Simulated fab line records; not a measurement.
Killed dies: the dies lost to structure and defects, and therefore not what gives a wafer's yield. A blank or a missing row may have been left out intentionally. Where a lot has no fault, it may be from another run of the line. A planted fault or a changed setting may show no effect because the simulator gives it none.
A lot that was struck, set against a sound lot    flow n5_finfet    25 steps out of a route of 1938
Sound: wafers L487.1, L487.3, L487.5. Wafers struck: L477.1, L477.3, L477.5. The cause is named last.
Per side, at each step with rows, come the tool, then ch with its chambers, and then its first start. Under that, the readings that differ: sound wafers    struck wafers    difference of the means    sigmas: that difference in standard deviations of wafers without a fault.
alike: same words and numbers on both sides, and readings whose means sit less than 2 such deviations apart. not compared: any withheld reading, any reading some wafer has no value for, any bound like >300 that may hide the same value, and any number with overlapping values for which the record gives no deviation.
Wherever a step has rows on one side only, a row that says differs or no value, or a row with sigmas, the two part there. Non-overlapping numbers with no deviation appear without sigmas and do not part them. Lack of a reading on every wafer of one side parts them only where that side has two or more wafers.

first, 2 steps without rows for these wafers: N5_BEOL_M4_PRE_CLEAN_56 (time 15 s); N5_BEOL_M4_DEP_57 (deposits SiCN from 3MS/NH3, target thk 8 nm, time 14 s).
N5_BEOL_M4_RS_MEAS_58: uses a four-point probe to measure.
  sound on film_metro-02 at day 11 02:37; struck on film_metro-02 at day 8 17:21
  alike: M4_RS
N5_BEOL_M4_INSPECT_59: inspects for defects (darkfield).
  sound on defect_inspect-02 at day 11 02:38; struck on defect_inspect-02 at day 8 17:22
  alike: raw_defect_count
N5_BEOL_M4_RC_MEAS_101:
  sound on prober-01 ch 0, day 11 03:11; struck on prober-01 ch 0, day 8 17:24
  alike: DIBL_N, DIBL_P, IOFF_N, IOFF_P, ION_N, ION_P, SS_N, SS_P, VT_N, VT_P
N5_BEOL_M5_ILD_DEP_00: deposits SiCOH lowk from DEMS/porogen, target thk 140.64 nm, time 25.9 s.
  sound on pecvd-01 ch 0,1, day 11 04:10; struck on pecvd-02 ch 0,2, day 8 18:22
  alike: heater_power_w, showerhead_plenum_p_Torr, throttle_valve_pct
N5_BEOL_M5_CURE_79: cures SiCOH lowk, time 240 s.
  sound on uv_cure-03 ch 2, day 11 04:51; struck on uv_cure-03 ch 1, day 8 19:05
  alike: lamp_power_pct, wafer_temp_C_max
N5_BEOL_M5_THK_MEAS_01:
  sound on film_metro-02 at day 11 05:22; struck on film_metro-02 at day 8 19:35
  alike: M5_ILD_THK
N5_BEOL_M5_PECVD_70: deposits SiO2 from TEOS/O2, target thk 16 nm, time 18 s.
  sound on pecvd-02 ch 0,2, day 11 05:24; struck on pecvd-02 ch 1,2, day 8 19:38
  alike: heater_power_w, showerhead_plenum_p_Torr, throttle_valve_pct
N5_BEOL_M5_HM_DEP_02: deposits TiN, target thk 20 nm.
  sound on pvd_sputter-03 at day 11 06:52; struck on pvd_sputter-01 at day 8 20:25
  alike: throttle_valve_pct
then, 2 steps without rows for these wafers: N5_BEOL_M5_COAT_59 (time 60 s, resist thk 60 nm); N5_BEOL_M5_COAT_60 (time 60 s, resist thk 12 nm).
N5_BEOL_M5_COAT_71: time 60 s, resist thk 5 nm.
  sound on litho_track-01 ch 0, day 11 09:37; struck on litho_track-03 ch 0, day 8 20:33
reading                                          sound                 struck                difference  sigmas
spin_speed_rpm (rpm)                             1500.1 1499.3 1499.9  1330.4 1331.2 1328.3  -169.8      -99 or more
model.underlayer_of_BEOL_M5_COAT_71.thk_nm (nm)  5 5 5                 5.4 5.4 5.4           +0.4        
  alike: plate_temp_C
then, 6 steps without rows for these wafers: N5_BEOL_M5_COAT_05 (resist thk 30 nm); N5_BEOL_M5_EBR_07; N5_BEOL_M5_SOFTBAKE_06 (time 60 s); N5_BEOL_M5_EXPOSE_08 (exposes mask M5, target cd 28 nm); N5_BEOL_M5_PEB_09 (peb time 60 s); N5_BEOL_M5_DEVELOP_10 (develop time 30 s).
N5_BEOL_M5_CD_MEAS_11: the cd target is 27.74 nm.
  sound on cd_sem-01 ch 0, day 11 10:35; struck on cd_sem-02 ch 0, day 8 20:49
  alike: cd_nm
N5_BEOL_M5_OVL_MEAS_12:
  sound on overlay-02 ch 0, day 11 10:37; struck on overlay-02 ch 0, day 8 20:50
  alike: M5_OVL
N5_BEOL_M5_INSPECT_13: inspects for defects (brightfield).
  sound on defect_inspect-01 at day 11 10:41; struck on defect_inspect-01 at day 8 20:54
  alike: raw_defect_count
N5_BEOL_M5_DESCUM_16: chemistry O2, time 7 s.
  sound on rie_diel-06 ch 2,3, day 11 11:38; struck on rie_diel-03 ch 1,2,3, day 8 21:02
  alike: drypump_motor_current_A, oes_product_au, rf_vpp_V, showerhead_plenum_p_Torr, throttle_valve_pct
  not compared: rf_hours_counter_h
N5_BEOL_M5_ETCH_72: etches underlayer in N2/H2, target depth 6.5 nm, time 5.2 s.
  sound on rie_diel-06 ch 2,3, day 11 11:40; struck on rie_diel-03 ch 1,2,3, day 8 21:04
reading                   sound              struck             difference  sigmas
model.etch.depth_nm (nm)  5.037 5.025 5.033  5.316 5.324 5.306  +0.284      
  alike: drypump_motor_current_A, etch_rf_on_time_s, oes_product_au, rf_vpp_V, showerhead_plenum_p_Torr, throttle_valve_pct
  not compared: rf_hours_counter_h
then, 1 step without rows for these wafers: N5_BEOL_M5_ETCH_61 (etches SiARC in CF4, target depth 15.6 nm, time 26 s).

WHERE THEY PART
Within this record, at N5_BEOL_M5_COAT_71 only. Later steps at which nothing parts them and some readings are alike: N5_BEOL_M5_CD_MEAS_11, N5_BEOL_M5_OVL_MEAS_12, N5_BEOL_M5_INSPECT_13, N5_BEOL_M5_DESCUM_16, N5_BEOL_M5_ETCH_72.

WHY: whatever the simulator had introduced
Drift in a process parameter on litho_track-03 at N5_BEOL_M5_COAT_71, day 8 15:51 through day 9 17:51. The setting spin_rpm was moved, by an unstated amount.
